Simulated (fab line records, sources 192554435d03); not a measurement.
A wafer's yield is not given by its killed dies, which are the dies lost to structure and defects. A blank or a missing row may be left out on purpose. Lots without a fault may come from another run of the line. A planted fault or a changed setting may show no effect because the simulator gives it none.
Comparing a struck lot with a sound one / flow n5 finfet / 16 out of 1938 route steps
Sound: these wafers, L544.1, L544.2, L544.4. Wafers L536.2, L536.5 were the ones struck. The cause is given at the end.
Order at every step that has rows: each side's tool, ch and its chambers, its first start. Under that, the readings that differ: sound wafers / struck wafers / difference of the means / sigmas: that difference in standard deviations of wafers without a fault.
alike: same words and numbers on both sides, and readings whose means sit less than 2 such deviations apart. not compared: any withheld reading, any reading some wafer has no value for, any bound like >300 that may hide the same value, and any number with overlapping values for which the record gives no deviation.
A row with sigmas, a row that says differs or no value, or rows on one side alone: a step with any of these is where the two part. Numbers that don't overlap but have no deviation are shown without sigmas and don't part them. Lack of a reading on every wafer of one side parts them only where that side has two or more wafers.

first, 5 steps without rows for these wafers: N5_BEOL_M0_SAQP_EBR_10; N5_BEOL_M0_SAQP_SOFTBAKE_09 (time 60 s); N5_BEOL_M0_SAQP_EXPOSE_11 (exposes mask M0 CORE, target cd 42 nm); N5_BEOL_M0_SAQP_PEB_12 (peb time 60 s); N5_BEOL_M0_SAQP_DEVELOP_13 (develop time 30 s).
N5_BEOL_M0_SAQP_CD_MEAS_14: the cd target is 42.5 nm.
  sound on cd sem-03 ch 0, day 10 05:12; struck on cd sem-03 ch 0, day 8 07:59
  alike: cd nm
N5_BEOL_M0_SAQP_OVL_MEAS_15:
  sound on overlay-02 ch 0, day 10 05:14; struck on overlay-02 ch 0, day 8 08:01
  alike: M0_CORE_OVL
N5_BEOL_M0_SAQP_INSPECT_16: inspects for defects (brightfield).
  sound on defect inspect-01, day 10 05:16; struck on defect inspect-02, day 8 08:02
  alike: raw defect count
N5_BEOL_M0_SAQP_DESCUM_19: chemistry O2, time 7.9 s.
  sound on rie diel-01 ch 1,3, day 10 05:17; struck on rie diel-04 ch 2,3, day 8 08:04
  alike: drypump motor current A, oes product au, rf vpp V, showerhead plenum p Torr, throttle valve pct
  not compared: rf hours counter h
N5_BEOL_M0_SAQP_ETCH_83: etches SiARC in CF4, target depth 39 nm, time 65 s.
  sound on rie diel-01 ch 1,3, day 10 05:20; struck on rie diel-04 ch 2,3, day 8 08:07
  alike: cf4 flow sccm, drypump motor current A, etch rf on time s, oes product au, rf vpp V, showerhead plenum p Torr, throttle valve pct
  not compared: rf hours counter h
N5_BEOL_M0_SAQP_ETCH_84: etches SOC in N2/H2, target depth 100 nm, overetch 20 nm, time 150 s.
  sound on rie diel-01 ch 1,3, day 10 05:23; struck on rie diel-04 ch 2,3, day 8 08:10
  alike: drypump motor current A, oes product au, rf vpp V, showerhead plenum p Torr, throttle valve pct
  not compared: rf hours counter h
then, 1 step without rows for these wafers: N5_BEOL_M0_SAQP_STRIP_80 (strips in N2/H2).
N5_BEOL_M0_SAQP_HM_OPEN_112: chemistry CHF3/O2, target SiO2, stops on a-Si, target depth 12 nm, time 13.5 s.
  sound on rie diel-01 ch 1,3, day 10 05:29; struck on rie diel-04 ch 2,3, day 8 08:16
reading=model.SiARC_of_BEOL_M0_SAQP_COAT_82.thk nm (nm); sound=4.4 5.4 5.6; struck=15.4 14.8; difference=+10.0; sigmas=
  alike: CHF3_flow_sccm, drypump motor current A, oes product au, rf vpp V, showerhead plenum p Torr, throttle valve pct
  not compared: rf hours counter h
then, 1 step without rows for these wafers: N5_BEOL_M0_SAQP_STRIP_113 (strips in CHF3/O2).
-- a jump in the record: the struck wafers' starts before and after are 5 days apart (it breaks off in module BEOL_M0_SAQP and resumes in module BEOL_M4, where the first step shown is number 1111 of the route) --
N5_BEOL_M4_RC_MEAS_101:
  sound on prober-02 ch 0, day 14 05:03; struck on prober-02 ch 0, day 12 23:09
reading=VT_P (mV); sound=-256 -254 -259; struck=-250 -247; difference=+8; sigmas=+2
  alike: DIBL_N, DIBL_P, IOFF_N, IOFF_P, ION_N, ION_P, SS_N, SS_P, VT_N
after that, 1 step had no rows for these wafers: N5_PASSIVATION_PROBE_49.

WHERE THEY PART
Only at N5_BEOL_M4_RC_MEAS_101, within this record.

WHY: whatever the simulator had introduced
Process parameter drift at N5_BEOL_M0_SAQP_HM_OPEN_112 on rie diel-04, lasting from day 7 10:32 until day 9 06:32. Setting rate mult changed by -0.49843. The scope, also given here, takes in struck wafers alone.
